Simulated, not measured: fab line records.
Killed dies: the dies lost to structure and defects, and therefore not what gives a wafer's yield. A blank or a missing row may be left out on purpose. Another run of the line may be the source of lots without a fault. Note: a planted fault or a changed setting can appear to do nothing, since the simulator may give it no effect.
fab line records	flow n5_finfet
record lots=11	wafers=32	last_day=17
route steps=1938 shown MIM_TOP@1837 MIM_BOT_LITHO@1864 TV_OPEN@1889 PASSIVATION@1936
lots with no fault: from the same line, run without faults
start_h: the number of hours between the record's first day and the start of the first shown wafer of the lot	wait_h: hours elapsed since this lot's preceding step	" identical to the entry in the row above	L1.1+2: one row covering several wafers at once	- no value present, or no start provided	* or withheld: withheld	< > ~ a bound
route shown NAME@n: a module of which the file shows steps, and the number in the route of the first	usual: mean/standard deviation taken from wafers without a fault	same: alike in all rows	chamber/n: place in a boat	sites: per-site readings	_std_site: the standard deviation of these	_edge_site: outer sites' mean less inner sites'	radius_mm: for every site, how far away it sits from the centre of the wafer	mask NAME#n: copy n	behind: the last tool/chamber to shape the wafer	hold: the reason the lot was held/the length of the hold in hours/how it ended	device: the transistor (n, p or np) that didn't switch	end of line: tests of these same wafers at the route's end	a step given without rows: its recipe and nothing more	killed: dies lost to structure and defects at the first sort, not the wafer's yield	map: the dies of a wafer, with x for killed, . for not killed, _ for no die there
set.NAME: the run value of the setting; set.NAME@STEP: its run value at that earlier step	model.NAME: the simulator's own value behind a step, which no gauge read
steps of the route over a sample of lots; a table a step, a row a wafer
services: from which hour (start_h, from the record's first day; less than 0 if before it) a tool's chamber was out of use, for how many hours, and why
## steps
# step N5_MIM_TOP_DEGAS_04
# recipe ambient=vacuum	temp_c=300	time_s=60
# usual heater_power_w=468/26
lot.wafer	tool	chamber	start_h	wait_h	heater_power_w
L164.1	pvd_sputter-01	-	299.39	-	460
L164.4	"	-	"	"	474
L164.6	"	-	"	"	451
L165.1	pvd_sputter-02	-	314.14	-	469
L165.4	"	-	"	"	499
L165.5	"	-	"	"	445
L168.1	pvd_sputter-02	-	326.49	-	446
L168.4	"	-	"	"	448
L168.6	"	-	"	"	476
L170.2	pvd_sputter-02	-	328.13	-	487
L170.3	"	-	"	"	441
L170.6	"	-	"	"	492
L171.1	pvd_sputter-03	-	330.85	-	450
L171.4	"	-	"	"	421
L171.5	"	-	"	"	494
L169.4	pvd_sputter-01	-	331.63	-	474
L169.5	"	-	"	"	449
L169.6	"	-	"	"	469
L173.1	pvd_sputter-02	-	345.22	-	449
L173.4	"	-	"	"	493
L173.6	"	-	"	"	454
L175.3	pvd_sputter-01	-	365.26	-	483
L175.4	"	-	"	"	475
L175.5	"	-	"	"	410
L178.4	pvd_sputter-01	-	387.70	-	470
L178.6	"	-	"	"	465
L182.2	pvd_sputter-02	-	402.35	-	445
L182.4	"	-	"	"	497
L182.5	"	-	"	"	491
L183.2	pvd_sputter-02	-	403.41	-	500
L183.3	"	-	"	"	492
L183.4	"	-	"	"	489
# step N5_MIM_BOT_LITHO_INSPECT_12
# recipe mode=adi	inspect_instrument=macro
# usual raw_defect_count=2.2/1.4
lot.wafer	tool	chamber	start_h	wait_h	raw_defect_count
L164.1	defect_inspect-02	-	301.54	0.0	1
L164.4	"	-	"	"	2
L164.6	"	-	"	"	1
L165.1	defect_inspect-01	-	315.96	0.1	2
L165.4	"	-	"	"	0
L165.5	"	-	"	"	2
L168.1	defect_inspect-01	-	327.96	0.0	1
L168.4	"	-	"	"	1
L168.6	"	-	"	"	2
L170.2	defect_inspect-01	-	329.60	0.0	3
L170.3	"	-	"	"	4
L170.6	"	-	"	"	2
L171.1	defect_inspect-01	-	332.33	0.0	4
L171.4	"	-	"	"	0
L171.5	"	-	"	"	1
L169.4	defect_inspect-02	-	333.10	0.0	2
L169.5	"	-	"	"	2
L169.6	"	-	"	"	2
L173.1	defect_inspect-01	-	346.56	0.0	5
L173.4	"	-	"	"	1
L173.6	"	-	"	"	5
L175.3	defect_inspect-02	-	366.70	0.0	3
L175.4	"	-	"	"	2
L175.5	"	-	"	"	6
L178.4	defect_inspect-01	-	389.07	0.0	1
L178.6	"	-	"	"	1
L182.2	defect_inspect-02	-	403.70	0.0	4
L182.4	"	-	"	"	4
L182.5	"	-	"	"	2
L183.2	defect_inspect-01	-	404.77	0.0	5
L183.3	"	-	"	"	2
L183.4	"	-	"	"	2
# step N5_MIM_BOT_LITHO_DESCUM_10
# recipe chemistry=O2	time_s=7.9	source_power_w=50	bias_power_w=20	pressure_mtorr=20	rf_frequency_hz=2.712e+07	temp_c=40	o2_flow_sccm=225
# usual drypump_motor_current_A=5.6/0.48	oes_product_au=0.81/0.056	rf_vpp_V=243.8/1.4	showerhead_plenum_p_Torr=2.13/0.075	throttle_valve_pct=20.41/0.11
lot.wafer	tool	chamber	start_h	wait_h	drypump_motor_current_A	oes_product_au	rf_hours_counter_h	rf_vpp_V	showerhead_plenum_p_Torr	throttle_valve_pct
L164.1	rie_diel-01	3	301.57	0.0	6.3	0.83	71	243.6	2.04	20.55
L164.4	"	1	"	"	5.1	0.83	76	244.1	2.21	20.41
L164.6	"	0	"	"	5.8	0.76	-	242.5	2.10	20.39
L165.1	rie_diel-01	2	315.99	0.0	5.3	0.84	67	243.8	2.21	20.37
L165.4	"	1	"	"	5.1	0.83	81	243.8	2.21	20.42
L165.5	"	0	"	"	5.8	0.76	-	243.6	2.10	20.40
L168.1	rie_diel-01	0	328.09	0.1	5.8	0.76	140	243.0	2.10	20.39
L168.4	"	2	"	"	5.3	0.84	70	244.5	2.21	20.36
L168.6	"	1	"	"	5.1	0.81	-	243.0	2.21	20.43
L170.2	rie_diel-04	1	329.64	0.0	5.0	0.82	68	244.6	2.21	20.17
L170.3	"	2	"	"	6.1	0.76	148	243.8	2.10	20.34
L170.6	"	3	"	"	6.0	0.88	-	245.6	2.21	20.40
L171.1	rie_diel-01	3	332.36	0.0	6.3	0.82	81	242.7	2.04	20.56
L171.4	"	2	"	"	5.3	0.83	72	244.9	2.21	20.36
L171.5	"	1	"	"	5.1	0.81	-	244.3	2.20	20.44
L169.4	rie_diel-04	0	333.38	0.3	5.3	0.82	98	242.1	2.02	20.38
L169.5	"	0	"	"	5.3	0.82	-	242.7	2.02	20.38
L169.6	"	1	"	"	5.0	0.82	-	244.5	2.21	20.17
L173.1	rie_diel-01	1	346.78	0.2	5.1	0.81	93	245.8	2.20	20.42
L173.4	"	0	"	"	5.7	0.76	147	242.8	2.09	20.40
L173.6	"	0	"	"	5.7	0.76	-	243.7	2.09	20.40
L175.3	rie_diel-03	3	366.74	0.0	4.8	1.01	4	244.4	2.14	20.40
L175.4	"	1	"	"	6.5	0.79	129	244.5	2.19	20.45
L175.5	"	0	"	"	5.5	0.85	-	242.5	2.03	20.15
L178.4	rie_diel-01	2	389.11	0.0	5.3	0.81	94	244.5	2.20	20.40
L178.6	"	2	"	"	5.3	0.81	-	243.4	2.20	20.42
L182.2	rie_diel-03	2	403.76	0.1	5.3	0.94	26	245.7	2.22	20.23
L182.4	"	1	"	"	6.5	0.78	140	244.3	2.18	20.47
L182.5	"	0	"	"	5.5	0.84	-	241.4	2.02	20.17
L183.2	rie_diel-04	3	404.80	0.0	6.0	0.83	75	244.7	2.20	20.45
L183.3	"	0	"	"	5.3	0.78	121	241.5	2.01	20.41
L183.4	"	2	"	"	6.1	0.73	174	243.2	2.09	20.39
# step N5_PASSIVATION_STRIP_14
# recipe chemistry=O2	power_w=600	temp_c=60	pressure_mtorr=30	rf_frequency_hz=6e+07	bias_power_w=0	overash_fraction=0.5	o2_flow_sccm=225
# usual drypump_motor_current_A=5.7/0.53	oes_product_au=0.79/0.077	rf_vpp_V=3.6/0.93	showerhead_plenum_p_Torr=2.08/0.063	throttle_valve_pct=16.58/0.19
lot.wafer	tool	chamber	start_h	wait_h	drypump_motor_current_A	oes_product_au	rf_hours_counter_h	rf_vpp_V	showerhead_plenum_p_Torr	throttle_valve_pct
L164.1	rie_diel-06	2	304.22	0.1	6.6	0.94	10	3.3	2.06	16.53
L164.4	"	0	"	"	6.2	0.97	5	3.2	2.06	16.15
L164.6	"	1	"	"	5.2	0.78	-	2.9	2.03	16.71
L165.1	rie_diel-05	0	317.82	0.1	5.1	0.72	195	3.2	2.17	16.57
L165.4	"	1	"	"	6.0	0.72	192	4.8	2.08	16.52
L165.5	"	1	"	"	6.0	0.72	-	4.8	2.08	16.52
L168.1	rie_diel-05	2	331.60	0.1	5.3	0.85	71	2.9	2.03	16.49
L168.4	"	1	"	"	6.0	0.71	196	4.1	2.08	16.53
L168.6	"	0	"	"	5.1	0.74	-	5.1	2.17	16.60
L170.2	rie_diel-06	2	331.82	0.1	6.6	0.94	21	3.1	2.06	16.55
L170.3	"	3	"	"	5.8	0.75	153	2.0	2.02	16.92
L170.6	"	0	"	"	6.2	0.94	-	2.1	2.06	16.15
L171.1	rie_diel-06	0	336.51	0.1	6.2	0.94	11	2.4	2.06	16.14
L171.4	"	1	"	"	5.2	0.75	142	5.0	2.02	16.73
L171.5	"	2	"	"	6.6	0.92	-	3.3	2.06	16.56
L169.4	rie_diel-05	1	336.52	0.1	6.0	0.71	197	1.9	2.08	16.50
L169.5	"	0	"	"	5.0	0.73	-	3.6	2.17	16.58
L169.6	"	1	"	"	6.0	0.71	-	3.2	2.08	16.53
L173.1	rie_diel-06	2	351.23	0.1	6.6	0.92	27	5.3	2.05	16.56
L173.4	"	3	"	"	5.8	0.75	160	4.1	2.02	16.93
L173.6	"	0	"	"	6.2	0.94	-	2.6	2.06	16.17
L175.3	rie_diel-06	3	376.58	0.1	5.8	0.74	168	2.6	2.01	16.95
L175.4	"	0	"	"	6.2	0.93	24	4.5	2.05	16.18
L175.5	"	0	"	"	6.2	0.92	-	3.4	2.06	16.19
L178.4	rie_diel-05	3	391.14	0.1	5.8	0.70	207	4.4	2.18	16.52
L178.6	"	0	"	"	5.0	0.71	-	3.4	2.16	16.62
L182.2	rie_diel-02	0	406.50	0.1	5.8	0.75	159	1.3	2.10	16.46
L182.4	"	3	"	"	4.7	0.77	131	3.4	2.01	16.42
L182.5	"	3	"	"	4.7	0.75	-	3.6	2.01	16.45
L183.2	rie_diel-05	1	406.81	0.1	6.0	0.71	215	4.9	2.08	16.57
L183.3	"	3	"	"	5.8	0.71	211	3.3	2.18	16.57
L183.4	"	2	"	"	5.3	0.83	92	2.6	2.03	16.50
# step N5_PASSIVATION_PROBE_49
# usual defect_limited_yield=91.1/1.5	killed_at_M0_to_M3=36/11	killed_at_M4_up=14/5.6	killed_at_contacts=11/5.6	killed_at_front_end=40/12	killed_at_other=4/3.2	killed_dies=105/17	killed_on_rim=14/3.4	killed_open=69/12	killed_short=34/8.4	sort_bin_5_function=5.2/0.95	sort_bin_6_memory=3.3/0.63	sort_n_pass=1075/17	sort_yield_pct=91.1/1.5
# same gross_dies=1180	killed_at_back_side=0	sort_bin_4_leakage[%]=0	sort_bin_8_speed[%]=0
lot.wafer	tool	chamber	start_h	wait_h	defect_limited_yield[%]	killed_at_M0_to_M3	killed_at_M4_up	killed_at_contacts	killed_at_front_end	killed_at_other	killed_dies	killed_on_rim	killed_open	killed_short	sort_bin_5_function[%]	sort_bin_6_memory[%]	sort_n_pass	sort_yield_pct[%]
L178.4	prober-02	-	397.74	0.2	85.1	23	12	10	41	90	176	26	58	34	9.9	4.0	1004	85.1
L178.6	prober-02	-	397.84	0.3	82.8	18	18	12	35	120	203	28	68	24	11.0	4.2	977	82.8
L183.2	prober-02	-	413.16	0.1	81.6	37	5	13	45	117	217	10	74	26	11.2	5.4	963	81.6
L183.3	prober-02	-	413.21	0.1	84.9	24	10	16	31	97	178	23	53	35	9.4	3.5	1002	84.9
L183.4	prober-02	-	413.26	0.2	84.4	29	8	7	26	114	184	14	45	27	10.0	3.7	996	84.4
# killed by level:class
L178.4 TV_OPEN:unspecified=84 MOL_CONTACT_COAG:geometric_particle:open=10 DUMMY_GATE:geometric_particle:open=8 FIN_SAQP:geometric_particle:short=7 STI_FIN_REVEAL:geometric_particle:open=6 BEOL_M0_SAQP:geometric_particle:short=6 BEOL_M2:geometric_particle:open=6 FIN_SAQP:geometric_particle:open=4
L178.6 TV_OPEN:unspecified=109 MOL_CONTACT_COAG:geometric_particle:open=9 BEOL_M4:geometric_particle:open=9 DUMMY_GATE:geometric_particle:open=6 BEOL_M0_SAQP:geometric_particle:short=5 BEOL_M2:geometric_particle:open=5 FIN_SAQP:geometric_particle:open=4 FIN_SAQP:geometric_particle:short=4
L183.2 TV_OPEN:unspecified=111 MOL_CONTACT_COAG:geometric_particle:open=12 STI_FIN_REVEAL:geometric_particle:open=11 BEOL_M1:geometric_particle:open=11 BEOL_M0_SAQP:geometric_particle:short=8 DUMMY_GATE:geometric_particle:open=7 BEOL_M0_SAQP:geometric_particle:open=7 GATE_CUT:geometric_particle:open=5
L183.3 TV_OPEN:unspecified=87 MOL_CONTACT_COAG:geometric_particle:open=11 FIN_SAQP:geometric_particle:open=7 GATE_CUT:geometric_particle:short=5 BEOL_M0_SAQP:geometric_particle:open=5 BEOL_M0_SAQP:geometric_particle:short=5 MIM_TOP:geometric_particle:short=5 MOL_CONTACT_COAG:geometric_particle:short=4
L183.4 TV_OPEN:unspecified=111 BEOL_M1:geometric_particle:open=8 FIN_SAQP:geometric_particle:open=6 BEOL_M0_SAQP:geometric_particle:short=6 GATE_CUT:geometric_particle:open=4 MOL_CONTACT_COAG:geometric_particle:open=4 BEOL_M0_SAQP:geometric_particle:open=4 STI_FIN_REVEAL:geometric_particle:open=3
## services
tool	chamber	start_h	hours	kind
rie_diel-04	1	294.03	23.1	repair
pvd_sputter-02	-	295.39	5.2	repair
rie_diel-05	0	295.90	7.5	repair
rie_diel-02	-	306.21	0.9	repair
rie_diel-05	-	311.94	4.3	pm
rie_diel-03	2	313.71	-	clean
rie_diel-03	2	313.71	-	consumable_replace:focus_ring
rie_diel-03	2	313.71	-	consumable_replace:showerhead
rie_diel-03	2	313.71	17.9	scheduled_down
rie_diel-03	2	313.71	17.9	vent_cycle
rie_diel-06	0	313.92	13.7	repair
rie_diel-03	3	331.61	-	clean
rie_diel-03	3	331.61	-	consumable_replace:focus_ring
rie_diel-03	3	331.61	20.4	scheduled_down
rie_diel-03	3	331.61	20.4	vent_cycle
rie_diel-05	-	332.69	0.7	repair
rie_diel-03	-	353.27	4.3	pm
pvd_sputter-02	-	366.81	8.6	repair
rie_diel-06	0	386.48	5.5	repair
pvd_sputter-02	-	396.80	1.1	repair
rie_diel-02	2	401.27	1.5	repair
## key
first_sign step=N5_PASSIVATION_PROBE_49	reading=killed_at_other	direction=up	sigmas=33	usual=4	struck=108
effect step=N5_PASSIVATION_PROBE_49	reading=defect_limited_yield	direction=down	sigmas=5	usual=91.1	struck=83.8
more_kills_born_at N5_PASSIVATION_STRIP_14@rie_diel-05=502
met_at N5_PASSIVATION_STRIP_14
struck_lots L178,L183
not_acting_at N5_MIM_TOP_DEGAS_04,N5_MIM_BOT_LITHO_INSPECT_12,N5_MIM_BOT_LITHO_DESCUM_10
onset_between 336.52 391.14
fault kind=chamber_particle_source	tool=rie_diel-05	chamber=-	onset_h=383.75	steps=N5_PASSIVATION_STRIP_14	rate_per_visit_cm2=0.64486	end_h=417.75
